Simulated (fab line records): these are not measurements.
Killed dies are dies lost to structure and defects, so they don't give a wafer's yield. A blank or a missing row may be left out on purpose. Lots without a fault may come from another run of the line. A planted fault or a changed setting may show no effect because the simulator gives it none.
A lot that was struck, set against a sound lot	flow nandHarc	14 out of 1302 route steps
Sound: wafers L812.4, L812.5, L812.6. Struck: wafers L809.1, L809.5, L809.6. Last of all comes the cause.
At each step with rows: each side's tool, then ch and its chambers, then its first start. Under that, the readings that differ: sound wafers	struck wafers	difference of the means	sigmas: that difference in standard deviations of wafers without a fault.
alike: readings with means less than 2 such deviations apart, plus words and numbers identical on both sides. not compared: withheld readings, readings lacking a value on some wafer, bounds such as >300 that could conceal the same value, and numbers that have no deviation in the record and whose values overlap.
A row with sigmas, a row that says differs or no value, or rows on one side alone: a step with any of these is where the two part. Numbers that don't overlap but have no deviation are shown without sigmas and don't part them. Lack of a reading on every wafer of one side parts them only where that side has two or more wafers.

NHARC_A_BLC_STRIP_29: strips in CF4.
  sound on rieDiel-02 ch 0,2,3, day 29 06:22; struck on rieDiel-02 ch 1,2,3, day 26 05:26
  alike: drypumpMotorCurrentA, oesProductAu, rfVppV, showerheadPlenumPTorr, throttleValvePct
  not compared: rfHoursCounterH
NHARC_A_BLC_STRIP_21: strips in O2.
  sound on rieDiel-02 ch 1,2,3, day 29 06:29; struck on rieDiel-02 ch 0,1,2, day 26 05:31
  alike: drypumpMotorCurrentA, oesProductAu, rfVppV, showerheadPlenumPTorr, throttleValvePct
  not compared: rfHoursCounterH
then, 1 step without rows for these wafers: NHARC_A_BLC_STRIP_22 (strips in post etch residue remover, time 600 s).
NHARC_A_BLC_DEGAS_30: time 60 s.
  sound on pvdSputter-02, day 29 06:56; struck on pvdSputter-01, day 26 05:58
  alike: heaterPowerW
then, 1 step without rows for these wafers: NHARC_A_BLC_PRE_CLEAN_31 (time 15 s).
NHARC_A_BLC_PVD_32: deposits Ti, target thk 5 nm, time 17.7 s.
  sound on pvdSputter-02; struck on pvdSputter-01
  alike: chamberPressurePa, substrateTempC, throttleValvePct
NHARC_A_BLC_ALD_23: deposits TiN, target thk 3 nm, pulse time 1 s, ald cycles 150.
  sound on aldMetal-01 ch 0,1,3, day 29 07:14; struck on aldMetal-04 ch 1,2,3, day 26 06:13
  alike: heaterPowerW, precursorPulseHeightRel
then, 3 steps without rows for these wafers: NHARC_A_BLC_CVD_24 (deposits W, target thk 150 nm, time 434 s); NHARC_A_BLC_CMP_25 (polishes, t overpolish 30 s, target thk 150 nm); NHARC_A_BLC_SRD_27.
NHARC_A_BLC_INSPECT_28:
  sound on defectInspect-02, day 29 08:22; struck on defectInspect-01, day 26 07:19
  alike: rawDefectCount
NHARC_A_M0_DEP_00: deposits SiOC, target thk 150 nm.
  sound on pecvd-03 ch 0,1,2, day 29 08:34; struck on pecvd-04 ch 0,1,2, day 26 07:29
  no value came back on the struck wafers for chamberPressureTorr (Torr), rfFwdPowerW (W); on the sound wafers chamberPressureTorr (Torr) reads 4.997 5.001 5.024
then, 1 step without rows for these wafers: NHARC_A_M0_DEHYDRATE_01 (time 120 s).
NHARC_END_SORT_01:
  at this point the record logs the struck wafers (prober-01 ch 0, day 27 23:11) and has no rows for the sound ones

WHERE THEY PART
Last at NHARC_END_SORT_01 as far as this record goes, first at NHARC_A_M0_DEP_00.

WHY: whatever the simulator had introduced
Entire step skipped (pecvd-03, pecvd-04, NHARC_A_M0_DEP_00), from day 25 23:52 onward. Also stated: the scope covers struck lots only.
